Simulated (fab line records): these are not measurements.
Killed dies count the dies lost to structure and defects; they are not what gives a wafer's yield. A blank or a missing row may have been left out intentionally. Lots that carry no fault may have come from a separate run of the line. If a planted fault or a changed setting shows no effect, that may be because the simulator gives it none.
Problem report in the 8D (eight disciplines) form, filled by code | flow nand-harc | the parts of the form that need people (team, actions taken, sign-off) are left out

== 1. THE ISSUE ==
Mean of killed-at-array at NHARC_END_SORT_01: 677 across 6 wafers in 2 lots; on wafers with no fault it is 26 (standard deviation 8.4). Relative to the usual mean, that is a shift of +78 standard deviations.
The first sign was on wafer L436.1 at day 22 09:04, on prober-01. Wafers with a number at this step in the record: 15, from 5 lots. Rule for "out" (also "out of limits"): further than 4 standard deviations from the usual mean. The other wafers with a number count as sound.

== 2. WHAT THIS IS AND IS NOT ==
question                    | is                           | is not
which readings at this step | killed-at-array, killed-dies | killed-at-other, killed-at-periphery, killed-open, killed-short
which lots                  | L436, L438                   | L429, L445, L447
which wafers of those lots  | all that have a number       | -
read on which gauges        | prober-01, prober-02         | -
when                        | from day 22 09:04            | up to then (3 sound wafers); but 6 sound wafers of L445, L447 came after

== 3. SUSPECTS, AND WHAT RULES EACH OUT ==
Counting: a tool at any process step up to the reading remains a suspect when it ran all the lots that are out and ran no sound lot after the first of those.
- the gauge at NHARC_END_SORT_01 has been ruled out. The wafers that are out were read on 2 gauges (prober-01, prober-02).
- plasma-asher-02 at NHARC_A_STAIRCASE_STRIP_238 (strips in O2): kept. It processed each lot that is out, first L436 at day 14 15:56, and no sound lot thereafter; up to then, the last sound lot it processed was L429 at day 12 07:04.
- acl-dep-02 at NHARC_A_STAIRCASE_HM_DEP_462 (deposits aC, target thk 800 nm): ruled out as a lasting fault. Following L436 (day 15 01:15), the first lot on it that is out, the sound lots L445, L447 were run on it.
- rie-diel-03 at NHARC_A_STAIRCASE_STRIP_316 (strips in O2): kept. It processed each lot that is out, first L436 at day 22 09:04, and no sound lot thereafter; up to then, the last sound lot it processed was L429 at day 20 15:53. With no start given for some of its lots, NHARC_A_STAIRCASE_STRIP_316 uses the hours and lot order of NHARC_END_SORT_01.
What counting leaves: plasma-asher-02 at NHARC_A_STAIRCASE_STRIP_238 and rie-diel-03 at NHARC_A_STAIRCASE_STRIP_316.

== 4. THE CAUSE (what the simulator had put in) ==
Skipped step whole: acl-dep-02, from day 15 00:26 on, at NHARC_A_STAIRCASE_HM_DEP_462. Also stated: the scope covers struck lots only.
The count ruled it out by mistake, since the rule takes a fault to strike every lot its tool runs from the start of the fault on, and this one did not do so.

== 5. THE EFFECT CHAIN, in route order ==
One row per reading whose mean, taken over the struck wafers that have a number, lies over 3 standard deviations from the usual. Only readings whose record carries a usual standard deviation are examined. hours: median over the lots of the time between each lot's start at the first step of this table that gives one and its start at this step. sigmas: the change, counted in usual standard deviations.
hours | step              | reading         | usual | on struck wafers | change | sigmas
0     | NHARC_END_SORT_01 | killed-at-array | 26    | 677              | +651   | +78
0     | NHARC_END_SORT_01 | killed-dies     | 30    | 677              | +647   | +76
Readings that are blank on the struck wafers while sound wafers have them: susceptor-temp-C at NHARC_A_STAIRCASE_HM_DEP_462; throttle-valve-pct at NHARC_A_STAIRCASE_HM_DEP_462.

== 6. HOW IT WOULD HAVE BEEN CAUGHT EARLIER ==
In this record the first reading out of limits at a measuring or inspecting step was taken at day 22 09:04, 177 hours after the fault began at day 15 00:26.
At NHARC_A_STAIRCASE_HM_DEP_462 the tool's readings are blank on the struck wafers, where sound wafers have them: an empty tool record is the first sign, and it was there at once.
